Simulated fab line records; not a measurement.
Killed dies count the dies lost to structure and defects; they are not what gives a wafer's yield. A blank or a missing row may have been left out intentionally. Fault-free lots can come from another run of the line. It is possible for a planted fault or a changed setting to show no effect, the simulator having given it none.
Matching of chambers + flow nand harc + rie diel-01 running NHARC_A_SLIT_ETCH_29: 4 sister chambers
The step etches the open film in CF4/O2, target depth 100 nm, overetch 10 nm, time 55 s. 14 wafers are shown with their chamber, then 7 later ones without.

== WAFERS, EACH WITH ITS CHAMBER ==
| wafer  | chamber | oes product au (a.u.) | rf vpp V (V) | bias w (W) |
|--------|---------|-----------------------|--------------|------------|
| L349.4 | 2       | 1.015                 | 195.3        | 100.07     |
| L349.5 | 3       | 1.013                 | 198.3        | 99.73      |
| L349.6 | 2       | 1.017                 | 195.8        | 100.16     |
| L354.3 | 0       | 1.008                 | 196.2        | 100.16     |
| L354.5 | 1       | 1.000                 | 199.8        | 100.86     |
| L354.6 | 2       | 1.006                 | 197.7        | 100.20     |
| L352.2 | 3       | 1.024                 | 196.7        | 100.59     |
| L352.3 | 2       | 1.012                 | 197.2        | 99.84      |
| L352.4 | 1       | 0.998                 | 198.4        | 100.09     |
| L355.2 | 2       | 1.013                 | 196.5        | 99.90      |
| L355.4 | 0       | 1.019                 | 197.8        | 99.95      |
| L355.5 | 3       | 1.018                 | 197.0        | 99.45      |
| L356.1 | 0       | 1.001                 | 195.7        | 99.99      |
| L356.2 | 2       | 1.018                 | 196.8        | 99.53      |

SIGNATURES (averages over the wafers above)
| reading        | chamber 0 | chamber 1 | chamber 2 | chamber 3 | scatter within a chamber |
|----------------|-----------|-----------|-----------|-----------|--------------------------|
| oes product au | 1.00933   | 0.99900   | 1.01350   | 1.01833   | 0.00566                  |
| rf vpp V       | 196.567   | 199.100   | 196.550   | 197.333   | 0.936                    |
| bias w         | 100.0333  | 100.4750  | 99.9500   | 99.9233   | 0.366                    |
Rule: for a wafer and a chamber, the distance is found by dividing, reading by reading, the gap between the wafer's reading and the chamber's mean by the reading's scatter, squaring, summing and taking the root. If the next closest chamber is less than 2 further off than the closest, the wafer can't be placed; otherwise it belongs to the closest. The scatter is the square root of a quotient: the sum, over the shown wafers, of each reading's squared deviation from its chamber's mean, divided by wafers minus chambers.

== WAFERS WITHOUT THEIR CHAMBER ==
| wafer  | oes product au (a.u.) | rf vpp V (V) | bias w (W) |
|--------|-----------------------|--------------|------------|
| L356.3 | 1.022                 | 197.0        | 99.94      |
| L366.1 | 1.002                 | 197.0        | 100.16     |
| L366.3 | 1.008                 | 199.4        | 99.86      |
| L366.4 | 1.013                 | 195.6        | 99.79      |
| L370.1 | 1.017                 | 198.1        | 100.15     |
| L370.2 | 1.001                 | 195.5        | 100.05     |
| L370.4 | 1.003                 | 197.0        | 100.07     |

== WHICH CHAMBER EACH WENT THROUGH ==
| wafer  | from the rows above               | in truth |
|--------|-----------------------------------|----------|
| L356.3 | can't be placed: 3 or 2 or 0      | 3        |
| L366.1 | can't be placed: 0 or 2 or 1 or 3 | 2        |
| L366.3 | can't be placed: 1 or 3 or 0 or 2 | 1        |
| L366.4 | can't be placed: 2 or 0 or 3      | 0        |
| L370.1 | can't be placed: 3 or 2 or 0      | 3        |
| L370.2 | can't be placed: 0 or 2 or 3      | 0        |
| L370.4 | can't be placed: 0 or 2 or 1 or 3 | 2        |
Correct placement for 0 of the 7. Unplaceable from these rows: 7, with the true chamber sitting among the candidates in 7. Placed wrongly: 0.
